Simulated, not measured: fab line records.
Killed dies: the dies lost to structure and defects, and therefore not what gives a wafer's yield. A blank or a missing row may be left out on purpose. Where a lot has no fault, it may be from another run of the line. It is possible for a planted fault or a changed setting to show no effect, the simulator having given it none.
The tool behind it: which one? -- flow nand-harc -- Sampling: 13 lots, 39 wafers, 4 of 1302 route steps

## WHAT THE GAUGES SHOWED, per wafer
The record holds no reading of a measuring or inspecting step that can be judged against a usual standard deviation.

## WHICH TOOL RAN EACH LOT (tool, then ch and the chambers of the sampled wafers, then the start)
lot,NHARC_A_STAIRCASE_ETCH_13,NHARC_A_STAIRCASE_TRIM_22,NHARC_A_STAIRCASE_STRIP_175,NHARC_A_STAIRCASE_STRIP_148
L759,"rie-diel-03 ch 0,2, day 15 12:09 or earlier","rie-diel-12 ch 1,3, day 15 12:09 or earlier","plasma-asher-02 ch 0,1, day 15 12:09","wet-bench-01 ch 5,6,7, day 15 12:31"
L760,"rie-diel-13 ch 0,1,2, day 16 06:34 or earlier","rie-diel-13 ch 1,2,3, day 16 06:34 or earlier","plasma-asher-02 ch 0,1, day 16 06:34","wet-bench-05 ch 1,5,7, day 16 06:56"
L761,"rie-diel-12 ch 2,3, day 16 06:56 or earlier","rie-diel-12 ch 0,1,3, day 16 06:56 or earlier","plasma-asher-01 ch 0,1, day 16 06:56","wet-bench-01 ch 5,6,7, day 16 07:13"
L762,"rie-diel-13 ch 0,1,3, day 17 00:50 or earlier","rie-diel-13 ch 0,1,3, day 17 00:50 or earlier","plasma-asher-02 ch 0,1, day 17 00:50","wet-bench-05 ch 0,2,4, day 17 01:11"
L763,"rie-diel-03 ch 0,1,2, day 17 02:19 or earlier","rie-diel-13 ch 1,2, day 17 02:19 or earlier","plasma-asher-01 ch 0,1, day 17 02:19","wet-bench-05 ch 2,4,5, day 17 02:37"
L765,"rie-diel-13 ch 1,2,3, day 17 17:08 or earlier","rie-diel-13 ch 0,1,3, day 17 17:08 or earlier","plasma-asher-01 ch 0,1, day 17 17:08","wet-bench-05 ch 1,2,6, day 17 17:26"
L766,"rie-diel-13 ch 0,3, day 18 10:23 or earlier","rie-diel-12 ch 1,2, day 18 10:23 or earlier","plasma-asher-01 ch 0,1, day 18 10:23","wet-bench-03 ch 0,1,7, day 18 10:45"
L775,"rie-diel-03 ch 0,1,2, day 22 22:07 or earlier","rie-diel-03 ch 2,3, day 22 22:07 or earlier","plasma-asher-02 ch 0,1, day 22 22:07","wet-bench-05 ch 4,6,7, day 22 22:25"
L774,"rie-diel-12 ch 0,3, day 22 22:20 or earlier","rie-diel-12 ch 0,2,3, day 22 22:20 or earlier","plasma-asher-02 ch 0,1, day 22 22:20","wet-bench-03 ch 2,3,7, day 22 22:42"
L776,"rie-diel-03 ch 0,1, day 23 02:27 or earlier","rie-diel-03 ch 0,1,3, day 23 02:27 or earlier","plasma-asher-02 ch 0,1, day 23 02:27","wet-bench-03 ch 2,3,4, day 23 02:40"
L781,"rie-diel-12 ch 1,3, day 25 00:58 or earlier","rie-diel-03 ch 0,2, day 25 00:58 or earlier","plasma-asher-01 ch 0,1, day 25 00:58","wet-bench-05 ch 0,4,7, day 25 01:19"
L782,"rie-diel-03 ch 0,2, day 25 01:11 or earlier","rie-diel-13 ch 0,1,3, day 25 01:11 or earlier","plasma-asher-02 ch 0,1, day 25 01:11","wet-bench-01 ch 2,4,5, day 25 01:32"
L780,"rie-diel-12 ch 1,3, day 25 04:04 or earlier","rie-diel-13 ch 0,2, day 25 04:04 or earlier","plasma-asher-02 ch 1, day 25 04:04","wet-bench-01 ch 3,5,7, day 25 04:22"
- NHARC_A_STAIRCASE_ETCH_13: etches the open film in C4F8/O2, target depth 100 nm, time 40.5 s.
- NHARC_A_STAIRCASE_TRIM_22: chemistry O2, time 211.2 s.
- NHARC_A_STAIRCASE_STRIP_175: strips in O2.
- NHARC_A_STAIRCASE_STRIP_148: strips in SPM, time 900 s.

## WHAT THE TOOLS THEMSELVES READ (means of the sampled wafers that have a number; where no wafer has one, the mark that the record gives instead)
NHARC_A_STAIRCASE_ETCH_13. Usual: oes-product-au 0.947 a.u., standard deviation 0.013; rf-vpp-V 895 V, standard deviation 5.8.
lot,tool,oes-product-au (a.u.),rf-vpp-V (V),flag
L759,rie-diel-03,0.965,892,
L760,rie-diel-13,0.952,901,
L761,rie-diel-12,0.965,894,
L762,rie-diel-13,0.948,897,
L763,rie-diel-03,0.943,891,
L765,rie-diel-13,0.942,896,
L766,rie-diel-13,0.953,891,
L775,rie-diel-03,0.936,896,
L774,rie-diel-12,0.948,898,
L776,rie-diel-03,0.958,902,
L781,rie-diel-12,0.947,892,
L782,rie-diel-03,0.954,891,
L780,rie-diel-12,0.931,891,

NHARC_A_STAIRCASE_TRIM_22. Usual: drypump-motor-current-A 6.0 A, standard deviation 0.36; oes-product-au 1.004 a.u., standard deviation 0.012; rf-vpp-V 57.8 V, standard deviation 0.91; showerhead-plenum-p-Torr 3.54 Torr, standard deviation 0.16; throttle-valve-pct 17.037 %, standard deviation 0.0091.
lot,tool,drypump-motor-current-A (A),oes-product-au (a.u.),rf-vpp-V (V),showerhead-plenum-p-Torr (Torr),throttle-valve-pct (%),flag
L759,rie-diel-12,5.7,1.010,57.7,3.52,17.038,
L760,rie-diel-13,6.2,1.001,57.8,3.55,17.043,
L761,rie-diel-12,5.8,1.011,58.9,3.53,17.035,
L762,rie-diel-13,6.1,1.000,58.0,3.58,17.048,
L763,rie-diel-13,6.5,0.998,58.3,3.71,17.031,
L765,rie-diel-13,6.1,0.998,58.7,3.57,17.029,
L766,rie-diel-12,5.5,1.005,57.9,3.41,17.037,
L775,rie-diel-03,6.0,0.999,58.5,3.47,17.046,
L774,rie-diel-12,5.7,0.994,56.3,3.52,17.035,
L776,rie-diel-03,6.1,1.012,58.0,3.64,17.039,
L781,rie-diel-03,6.1,1.007,57.9,3.40,17.039,
L782,rie-diel-13,6.1,1.010,58.4,3.72,17.033,
L780,rie-diel-13,6.4,1.015,57.8,3.55,17.030,

NHARC_A_STAIRCASE_STRIP_175. Usual: drypump-motor-current-A 5.7 A, standard deviation 0.5; heater-power-w 350 W, standard deviation 49.
lot,tool,drypump-motor-current-A (A),heater-power-w (W),flag
L759,plasma-asher-02,5.7,360,
L760,plasma-asher-02,5.7,360,
L761,plasma-asher-01,6.0,318,
L762,plasma-asher-02,5.3,352,
L763,plasma-asher-01,6.0,321,
L765,plasma-asher-01,5.7,366,
L766,plasma-asher-01,6.0,320,
L775,plasma-asher-02,5.7,354,
L774,plasma-asher-02,5.3,354,
L776,plasma-asher-02,5.7,361,
L781,plasma-asher-01,5.7,372,
L782,plasma-asher-02,5.7,356,
L780,plasma-asher-02,5.0,354,

NHARC_A_STAIRCASE_STRIP_148. Usual: bath-guard-temp-C 130.0 C, standard deviation 0.56; bath-heat-duty-pct 14.7 %, standard deviation 1.6.
lot,tool,bath-guard-temp-C (C),bath-heat-duty-pct (%),flag
L759,wet-bench-01,130.2,14.2,
L760,wet-bench-05,129.7,14.9,
L761,wet-bench-01,130.5,14.0,
L762,wet-bench-05,130.0,13.1,
L763,wet-bench-05,129.8,15.3,
L765,wet-bench-05,130.2,15.9,
L766,wet-bench-03,130.1,14.9,
L775,wet-bench-05,-,-,OFF
L774,wet-bench-03,-,-,OFF
L776,wet-bench-03,-,-,OFF
L781,wet-bench-05,130.0,13.2,
L782,wet-bench-01,130.3,15.1,
L780,wet-bench-01,130.7,13.5,

## THE ANSWER, worked out from the rows above alone
Rule: a lot counts as off when the mean over its wafers that have a number is more than 3 standard deviations away from the usual mean. Also off: a lot with no number at a reading for which 4 or more lots have one. Where the step has rows for the other lots, those lots are counted as sound. Order of review: gauges by route order, followed by the tools' own readings, for which a lot's mean as printed above is used. The first step at which some lot is off is used, and at that step the reading that is off furthest; a lot without a number counts as furthest.
Off at NHARC_A_STAIRCASE_STRIP_148 (bath-guard-temp-C): L775, L774, L776. Without a number there: L775, L774, L776.
A tool fits if, at that step or a process step before it, it ran every lot that is off, and no sound lot after the first of them. Because NHARC_A_STAIRCASE_ETCH_13 lacks a start for some lots, the hours and order of its lots are taken from NHARC_A_STAIRCASE_STRIP_175. Because NHARC_A_STAIRCASE_TRIM_22 lacks a start for some lots, the hours and order of its lots are taken from NHARC_A_STAIRCASE_STRIP_175. Not one of the candidates tried fits.

## WHAT THE SIMULATOR PUT IN
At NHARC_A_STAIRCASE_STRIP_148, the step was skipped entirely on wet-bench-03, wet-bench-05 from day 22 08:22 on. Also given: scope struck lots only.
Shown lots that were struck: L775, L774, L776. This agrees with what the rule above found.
